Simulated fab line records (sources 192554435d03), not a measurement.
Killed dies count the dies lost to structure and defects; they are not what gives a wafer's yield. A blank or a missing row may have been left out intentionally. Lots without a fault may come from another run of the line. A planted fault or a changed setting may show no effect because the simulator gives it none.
Which of the tools did it? / flow n5-finfet / 9 lots with 26 wafers sampled at 5 steps, on a route of 1938 steps

WHAT THE GAUGES SHOWED, per wafer
N5_MOL_CONTACT_COAG_THK_MEAS_29.
lot=L369; measured=day 4 23:58; on=film-metro-02; MD_CAP_THK (nm)=17.80 17.80 17.86
lot=L371; measured=day 6 00:23; on=film-metro-01; MD_CAP_THK (nm)=17.96 18.05 17.94
lot=L376; measured=day 6 21:21; on=film-metro-01; MD_CAP_THK (nm)=18.10 18.14 18.10
lot=L378; measured=day 7 09:53; on=film-metro-02; MD_CAP_THK (nm)=17.88 17.79 17.80
lot=L379; measured=day 7 15:44; on=film-metro-01; MD_CAP_THK (nm)=18.03 17.96 17.94
lot=L380; measured=day 7 20:49; on=film-metro-02; MD_CAP_THK (nm)=18.03 18.06 17.87
lot=L387; measured=day 9 15:18; on=film-metro-02; MD_CAP_THK (nm)=17.91 18.06 27.13
lot=L389; measured=day 10 00:35; on=film-metro-02; MD_CAP_THK (nm)=17.99 27.11
lot=L392; measured=day 10 18:15; on=film-metro-02; MD_CAP_THK (nm)=17.94 17.96 17.89

EACH LOT AND THE TOOL THAT RAN IT (in order: tool; ch and the chambers of the sampled wafers; start)
lot=L369; N5_HKMG_FIN_ETCHBACK_68=rie-metal-01 ch 0,1, day 4 05:23; N5_HKMG_FIN_CMP_23=cmp-03 ch 1,2, day 4 06:29; N5_GATE_CUT_SAC_CAP_01=ald-sin-03 ch 0,1, day 4 07:46; N5_GATE_CUT_ETCH_19=rie-diel-01 ch 0,1,3, day 4 11:17
lot=L371; N5_HKMG_FIN_ETCHBACK_68=rie-metal-02 ch 1, day 5 03:20; N5_HKMG_FIN_CMP_23=cmp-02 ch 0,2,3, day 5 04:30; N5_GATE_CUT_SAC_CAP_01=ald-sin-02 ch 0,1,2, day 5 07:56; N5_GATE_CUT_ETCH_19=rie-diel-05 ch 0,1,2, day 5 11:17
lot=L376; N5_HKMG_FIN_ETCHBACK_68=rie-metal-01 ch 0,1, day 6 03:22; N5_HKMG_FIN_CMP_23=cmp-04 ch 0,1,3, day 6 04:35; N5_GATE_CUT_SAC_CAP_01=ald-sin-04 ch 2,3, day 6 05:47; N5_GATE_CUT_ETCH_19=rie-diel-06 ch 1,2,3, day 6 09:08
lot=L378; N5_HKMG_FIN_ETCHBACK_68=rie-metal-01 ch 0,1, day 6 16:28; N5_HKMG_FIN_CMP_23=cmp-02 ch 1,2, day 6 17:32; N5_GATE_CUT_SAC_CAP_01=ald-sin-03 ch 0,2,3, day 6 18:55; N5_GATE_CUT_ETCH_19=rie-diel-05 ch 0,2,3, day 6 22:29
lot=L379; N5_HKMG_FIN_ETCHBACK_68=rie-metal-03 ch 0,1, day 6 21:38; N5_HKMG_FIN_CMP_23=cmp-03 ch 0,1,3, day 6 22:46; N5_GATE_CUT_SAC_CAP_01=ald-sin-04 ch 0,2,3, day 7 00:09; N5_GATE_CUT_ETCH_19=rie-diel-01 ch 0,2, day 7 03:31
lot=L380; N5_HKMG_FIN_ETCHBACK_68=rie-metal-02 ch 0,1, day 7 02:29; N5_HKMG_FIN_CMP_23=cmp-03 ch 1,2, day 7 03:32; N5_GATE_CUT_SAC_CAP_01=ald-sin-03 ch 0,2, day 7 05:32; N5_GATE_CUT_ETCH_19=rie-diel-06 ch 0,2,3, day 7 08:53
lot=L387; N5_HKMG_FIN_ETCHBACK_68=rie-metal-02 ch 0,1, day 8 20:40; N5_HKMG_FIN_CMP_23=cmp-02 ch 1,2,3, day 8 21:44; N5_GATE_CUT_SAC_CAP_01=ald-sin-03 ch 0,1,3, day 8 23:05; N5_GATE_CUT_ETCH_19=rie-diel-01 ch 0,1,3, day 9 02:34
lot=L389; N5_HKMG_FIN_ETCHBACK_68=rie-metal-03 ch 1, day 9 05:26; N5_HKMG_FIN_CMP_23=cmp-02 ch 0,3, day 9 06:29; N5_GATE_CUT_SAC_CAP_01=ald-sin-03 ch 1,2, day 9 07:58; N5_GATE_CUT_ETCH_19=rie-diel-06 ch 1, day 9 12:10
lot=L392; N5_HKMG_FIN_ETCHBACK_68=rie-metal-03 ch 0,1, day 9 22:09; N5_HKMG_FIN_CMP_23=cmp-04 ch 1,2,3, day 9 23:17; N5_GATE_CUT_SAC_CAP_01=ald-sin-04 ch 0,2,3, day 10 00:43; N5_GATE_CUT_ETCH_19=rie-diel-01 ch 1,2, day 10 04:03
- N5_HKMG_FIN_ETCHBACK_68: etches the open film in Cl2/Ar, stops on HfO2, target depth 0.5 nm.
- N5_HKMG_FIN_CMP_23: polishes, stops on SiNx, t overpolish 10 s, target thk 46.326 nm.
- N5_GATE_CUT_SAC_CAP_01: material SiNx, target thk 24 nm, pulse time 1 s, ald cycles 480.
- N5_GATE_CUT_ETCH_19: etches SiNx in CH3F/O2, target depth 53.7 nm, time 76.7 s.

THE ANSWER, worked out from the rows above alone
Rule: what is usual is taken from the lots themselves. Put in order of their means at a reading, lots are off if they are a third of the lots or fewer, leave a main group of 4 or more, and stand apart from it by a gap of 3 or more times the standard deviation of the main group's means; of several such gaps the widest counts. Not used: any main group whose means are identical at the precision the tables above print for the reading. A lot without any number at a reading at which 4 lots or more have one is off too. All remaining lots with rows at the step are treated as sound.
Off: L387, L389, seen at N5_MOL_CONTACT_COAG_THK_MEAS_29 (MD_CAP_THK). The main group: mean 17.95 nm, standard deviation 0.095.
A tool fits if, at a process step before that reading, it ran every lot that is off, and no sound lot after the first of them. Gauges at N5_MOL_CONTACT_COAG_THK_MEAS_29: tried the same way as those tools. Can't be told from this: 2 tools fit, cmp-02 at N5_HKMG_FIN_CMP_23, ald-sin-03 at N5_GATE_CUT_SAC_CAP_01.

WHAT THE SIMULATOR HAD INSERTED
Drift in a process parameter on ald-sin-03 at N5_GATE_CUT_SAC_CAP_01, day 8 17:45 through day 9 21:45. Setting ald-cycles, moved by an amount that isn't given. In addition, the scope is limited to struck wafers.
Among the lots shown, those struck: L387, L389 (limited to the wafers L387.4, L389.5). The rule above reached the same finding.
